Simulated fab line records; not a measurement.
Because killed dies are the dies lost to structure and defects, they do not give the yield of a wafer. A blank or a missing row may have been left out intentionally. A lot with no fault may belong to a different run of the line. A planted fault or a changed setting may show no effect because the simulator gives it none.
Which tool was responsible? ; flow n5 finfet ; 22 lots, 66 wafers sampled, at 2 steps of a route of 1938

== WHAT THE GAUGES READ, wafer by wafer ==
N5_SDB_CD_MEAS_11: target cd 50 nm. Usual: cd nm at 50.1 nm, with a standard deviation of 1.1.
lot;measured;on;cd nm (nm);flag
L074;day 3 17:42;cd sem-03;48.8 50.1 48.9;
L075;day 3 22:16;cd sem-03;49.0 49.1 49.6;
L076;day 4 05:04;cd sem-01;49.0 49.5 49.9;
L077;day 4 11:53;cd sem-02;50.2 51.7 50.6;
L078;day 4 20:28;cd sem-03;51.9 51.0 51.7;
L079;day 4 22:46;cd sem-03;50.2 50.4 49.5;
L081;day 5 09:51;cd sem-01;50.2 50.0 50.6;
L082;day 5 16:08;cd sem-03;49.6 49.8 51.2;
L083;day 5 22:47;cd sem-02;49.4 49.2 49.5;
L085;day 6 17:21;cd sem-02;50.7 50.1 51.2;
L086;day 7 03:29;cd sem-01;51.2 48.9 49.6;
L087;day 7 20:58;cd sem-02;51.3 49.3 50.1;
L088;day 7 21:08;cd sem-03;49.5 47.7 48.9;
L089;day 7 23:10;cd sem-03;48.9 49.4 49.6;
L090;day 8 02:55;cd sem-01;48.7 49.2 48.6;
L091;day 8 03:56;cd sem-03;51.6 50.1 50.5;
L092;day 8 07:18;cd sem-01;51.5 50.9 50.7;
L093;day 8 14:38;cd sem-02;50.0 50.8 50.1;
L094;day 8 17:47;cd sem-03;50.3 51.3 51.2;
L095;day 9 00:55;cd sem-02;50.4 51.4 50.3;
L096;day 9 06:17;cd sem-02;49.3 48.0 48.4;
L097;day 9 17:54;cd sem-01;49.3 49.9 50.5;

== TOOL THAT RAN EACH LOT (tool first, then ch and the chambers of the sampled wafers, then the start) ==
lot;N5_SD_EPI_P_ETCHBACK_46
L074;rie diel-03 ch 2,3, day 3 06:34
L075;rie diel-04 ch 1,2,3, day 3 11:35
L076;rie diel-04 ch 0,1, day 3 18:17
L077;rie diel-01 ch 0,1,3, day 4 01:00
L078;rie diel-01 ch 0,2,3, day 4 09:36
L079;rie diel-01 ch 0,3, day 4 11:14
L081;rie diel-04 ch 1,2,3, day 4 22:43
L082;rie diel-01 ch 0,2, day 5 05:09
L083;rie diel-01 ch 0,1,3, day 5 11:31
L085;rie diel-01 ch 1,2,3, day 6 06:16
L086;rie diel-01 ch 1,2, day 6 15:50
L087;rie diel-03 ch 1,2,3, day 6 19:38
L088;rie diel-01 ch 0,1,3, day 6 23:07
L089;rie diel-01 ch 1,2,3, day 7 04:13
L090;rie diel-04 ch 1,2, day 7 14:14
L091;rie diel-01 ch 0,1, day 7 17:15
L092;rie diel-01 ch 1,2, day 7 18:57
L093;rie diel-03 ch 1,2,3, day 8 02:53
L094;rie diel-04 ch 0,1,2, day 8 05:40
L095;rie diel-04 ch 0,1,2, day 8 13:11
L096;rie diel-04 ch 1,3, day 8 18:36
L097;rie diel-01 ch 1,2, day 9 07:14
- N5_SD_EPI_P_ETCHBACK_46: etches SiNx in CH3F/O2, stops on SiO2, target depth 17.5 nm.

== WHAT THE TOOLS THEMSELVES READ (means of the sampled wafers that have a number; where no wafer has one, the mark that the record gives instead) ==
N5_SD_EPI_P_ETCHBACK_46. Usual: O2_flow_sccm 19.99 sccm, standard deviation 0.061; drypump motor current A 5.5 A, standard deviation 0.4; oes product au 0.67 a.u., standard deviation 0.071; rf vpp V 296 V, standard deviation 5.8; showerhead plenum p Torr 1.98 Torr, standard deviation 0.071; throttle valve pct 16.22 %, standard deviation 0.21.
lot;tool;O2_flow_sccm (sccm);drypump motor current A (A);oes product au (a.u.);rf vpp V (V);showerhead plenum p Torr (Torr);throttle valve pct (%);flag
L074;rie diel-03;19.97;5.5;0.61;295;2.01;16.43;
L075;rie diel-04;19.98;5.7;0.70;295;1.94;16.06;
L076;rie diel-04;19.95;5.7;0.65;294;1.89;16.23;
L077;rie diel-01;19.94;5.5;0.68;295;2.02;16.23;
L078;rie diel-01;19.96;5.3;0.66;300;2.01;16.29;
L079;rie diel-01;20.03;5.4;0.65;300;2.06;16.27;
L081;rie diel-04;19.99;5.7;0.68;294;1.94;16.07;
L082;rie diel-01;20.04;5.0;0.63;296;1.97;16.39;
L083;rie diel-01;19.98;5.4;0.67;295;2.02;16.25;
L085;rie diel-01;20.00;5.5;0.69;298;2.00;16.17;
L086;rie diel-01;19.98;5.6;0.72;293;1.95;16.12;
L087;rie diel-03;19.98;5.7;0.59;300;2.03;16.54;
L088;rie diel-01;19.96;5.4;0.66;295;2.01;16.25;
L089;rie diel-01;20.00;5.5;0.69;297;2.00;16.18;
L090;rie diel-04;19.95;5.9;0.69;294;1.91;16.04;
L091;rie diel-01;20.02;5.2;0.81;292;1.97;16.02;
L092;rie diel-01;19.96;5.6;0.71;293;1.95;16.14;
L093;rie diel-03;20.05;5.7;0.67;300;2.02;16.39;
L094;rie diel-04;19.99;5.9;0.67;296;1.95;16.21;
L095;rie diel-04;20.06;5.9;0.67;296;1.95;16.22;
L096;rie diel-04;19.96;5.4;0.61;292;1.88;16.25;
L097;rie diel-01;20.03;5.5;0.70;292;1.94;16.15;

== THE ANSWER, worked out from the rows above alone ==
Rule: take the mean of a lot's wafers that have a number; if it is more than 3 standard deviations from the usual mean, the lot is off. Also off: a lot with no number at a reading for which 4 or more lots have one. The other lots that the step has rows for count as sound. After the gauges, taken in route order, come the tools' own readings; for these a lot's mean is taken, as printed above. The first step at which some lot is off is used, and at that step the reading that is off furthest; a lot without a number counts as furthest.
No lot is off at any reading shown: from this, nothing can be told.

== WHAT HAD BEEN PUT IN BY THE SIMULATOR ==
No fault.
